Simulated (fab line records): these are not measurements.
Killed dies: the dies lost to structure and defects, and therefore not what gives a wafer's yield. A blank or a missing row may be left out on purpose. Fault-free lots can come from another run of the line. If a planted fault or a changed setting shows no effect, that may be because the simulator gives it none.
Struck lot and sound lot, side by side ; flow n5_finfet ; 35 out of 1938 route steps
Sound: these wafers, L209.2, L209.3, L209.4. Struck: wafer L217.1; the same lot's L217.6 was not struck, so it is left out; see the end for the cause.
Per side, at each step with rows, come the tool, then ch with its chambers, and then its first start. Under that, the readings that differ: sound wafers ; struck wafers ; difference of the means ; sigmas: that difference in standard deviations of wafers without a fault.
alike: readings whose means differ by less than 2 such deviations, and words and numbers that are the same on both sides. not compared: withheld readings, readings that some wafer has no value for, bounds like >300 that may hide the same value, and numbers for which the record gives no deviation and whose values overlap.
Wherever a step has rows on one side only, a row that says differs or no value, or a row with sigmas, the two part there. When numbers do not overlap yet have no deviation, they are printed without sigmas and do not part them. A reading that every wafer of one side lacks parts them only if that side has two wafers or more.

N5_START_INSPECT_01: inspects for defects (unpatterned scan).
  struck on defect_inspect-01, day 3 12:02; sound on defect_inspect-01, day 1 12:02
  alike: raw_defect_count
then, 2 steps without rows for these wafers: N5_ZERO_LAYER_PRECLEAN_00 (cleans in SPM, time 600 s); N5_ZERO_LAYER_SRD_01 (time 30 s, dry time 30 s).
N5_ZERO_LAYER_PECVD_02: deposits SiO2 from SiH4/N2O, target thk 10 nm, time 6 s.
  sound on pecvd-03 ch 0,1, day 1 12:17; struck on pecvd-03 ch 0, day 3 12:17
reading;sound;struck;difference;sigmas
model.SiO2_of_ZERO_LAYER_PECVD_02.thk_nm (nm);9.889 9.707 10.2;6.033;-3.899;
  alike: chamber_pressure_Torr, heater_power_outer_w, heater_power_w, showerhead_plenum_p_Torr
then, 8 steps without rows for these wafers: N5_ZERO_LAYER_HMDS_04 (time 60 s); N5_ZERO_LAYER_COAT_05 (resist thk 1000 nm); N5_ZERO_LAYER_EBR_07; N5_ZERO_LAYER_SOFTBAKE_06 (time 90 s); N5_ZERO_LAYER_EXPOSE_08 (exposes mask ZERO, defocus 0 nm, target cd 2000 nm); N5_ZERO_LAYER_PEB_09; N5_ZERO_LAYER_DEVELOP_10 (develop time 60 s); N5_ZERO_LAYER_HARDBAKE_23 (time 120 s).
N5_ZERO_LAYER_CD_MEAS_11: the cd target is 2000 nm.
  sound on cd_sem-02 ch 0, day 1 12:46; struck on cd_sem-01 ch 0, day 3 12:39
  alike: cd_nm
N5_ZERO_LAYER_DESCUM_16: chemistry O2, time 7.9 s.
  sound on rie_diel-01 ch 1,2,3, day 1 12:48; struck on rie_diel-04 ch 0, day 3 12:41
  alike: chamber_pressure_mTorr, drypump_motor_current_A, o2_flow_sccm, oes_product_au, rf_vpp_V, showerhead_plenum_p_Torr, throttle_valve_pct
  not compared: rf_hours_counter_h
N5_ZERO_LAYER_ETCH_17: etches SiO2 in CF4, target depth 12 nm, time 13.3 s.
  sound on rie_diel-01 ch 1,2,3, day 1 12:50; struck on rie_diel-04 ch 0, day 3 12:44
  alike: cf4_flow_sccm, chamber_pressure_mTorr, drypump_motor_current_A, oes_product_au, rf_vpp_V, showerhead_plenum_p_Torr, throttle_valve_pct
  not compared: rf_hours_counter_h
N5_ZERO_LAYER_ETCH_18: etches Si in HBr/Cl2, target depth 120 nm, time 40 s.
  sound on rie_si-06 ch 0,2,3, day 1 12:55; struck on rie_si-06 ch 1, day 3 12:48
reading;sound;struck;difference;sigmas
rf_hours_counter_h (h);123 187 85;18;-114;
  alike: chamber_pressure_mTorr, drypump_motor_current_A, oes_product_au, throttle_valve_pct
N5_ZERO_LAYER_STRIP_24: strips in O2.
  sound on plasma_asher-01 ch 0,1, day 1 13:03; struck on plasma_asher-02 ch 0, day 3 12:55
  alike: chamber_pressure_mTorr, drypump_motor_current_A, heater_power_w, o2_flow_sccm, oes_product_au, strip_time_to_endpoint_s
  not compared: rf_hours_counter_h
then, 1 step without rows for these wafers: N5_ZERO_LAYER_STRIP_19 (strips in SPM, time 900 s).
N5_ZERO_LAYER_INSPECT_20: inspects for defects (darkfield).
  struck on defect_inspect-02, day 3 13:16; sound on defect_inspect-01, day 1 13:25
reading;sound;struck;difference;sigmas
raw_defect_count;16 14 27;76;+57;+4
then, 8 steps without rows for these wafers: N5_WELL_APT_HMDS_01 (time 60 s); N5_WELL_APT_COAT_02 (resist thk 950 nm); N5_WELL_APT_EBR_04; N5_WELL_APT_SOFTBAKE_03 (time 60 s); N5_WELL_APT_EXPOSE_05 (exposes mask NWELL, defocus 0 nm, target cd 200 nm); N5_WELL_APT_PEB_06 (peb time 90 s); N5_WELL_APT_DEVELOP_07 (develop time 45 s); N5_WELL_APT_HARDBAKE_12 (time 120 s).
N5_WELL_APT_CD_MEAS_08: the cd target is 200 nm.
  sound on cd_sem-01 ch 0, day 1 13:50; struck on cd_sem-03 ch 0, day 3 13:34
  alike: cd_nm
N5_WELL_APT_OVL_MEAS_09:
  sound on overlay-01 ch 0, day 1 13:52; struck on overlay-02 ch 0, day 3 13:36
  alike: NWELL_OVL
N5_WELL_APT_INSPECT_10: inspects for defects (macro).
  struck on defect_inspect-02, day 3 13:37; sound on defect_inspect-01, day 1 13:54
  alike: raw_defect_count
N5_WELL_APT_DESCUM_13: chemistry O2, time 7.9 s.
  sound on rie_diel-05 ch 0,1,2, day 1 13:56; struck on rie_diel-02 ch 2, day 3 14:04
  alike: chamber_pressure_mTorr, drypump_motor_current_A, o2_flow_sccm, oes_product_au, rf_vpp_V, showerhead_plenum_p_Torr, throttle_valve_pct
  not compared: rf_hours_counter_h
then, 2 steps without rows for these wafers: N5_WELL_APT_IMPLANT_14; N5_WELL_APT_IMPLANT_15.
-- the record jumps here: 10 days lie between the struck wafers' starts before and after (it left off in module WELL_APT and takes up again in module BEOL_M4, whose first step shown is number 1111 of the route) --
N5_BEOL_M4_RC_MEAS_101:
  sound on prober-01 ch 0, day 10 21:29; struck on prober-01 ch 0, day 13 07:26
reading;sound;struck;difference;sigmas
IOFF_N (nA/um);0.14 0.16 0.15;0.22;+0.07;+2
ION_N (uA/um);667 668 676;705;+35;+3
ION_P (uA/um);451 454 463;481;+25;+3
RS_PWELL (ohm/sq);3016 3013 3031;2939;-81;-4
VT_N (mV);254 252 254;245;-8;-3
  alike: DIBL_N, DIBL_P, IOFF_P, SS_N, SS_P, VT_P
-- a jump in the record: the struck wafers' starts before and after are 4 days apart (it breaks off in module BEOL_M4 and resumes in module PASSIVATION, where the first step shown is number 1936 of the route) --
N5_PASSIVATION_PROBE_49:
  rows exist in the record for the struck wafers here (prober-02, day 17 13:52), but not for the sound ones

WHERE THEY PART
Last at N5_PASSIVATION_PROBE_49 as far as this record goes, first at N5_ZERO_LAYER_INSPECT_20.

WHY: what the simulator had put in
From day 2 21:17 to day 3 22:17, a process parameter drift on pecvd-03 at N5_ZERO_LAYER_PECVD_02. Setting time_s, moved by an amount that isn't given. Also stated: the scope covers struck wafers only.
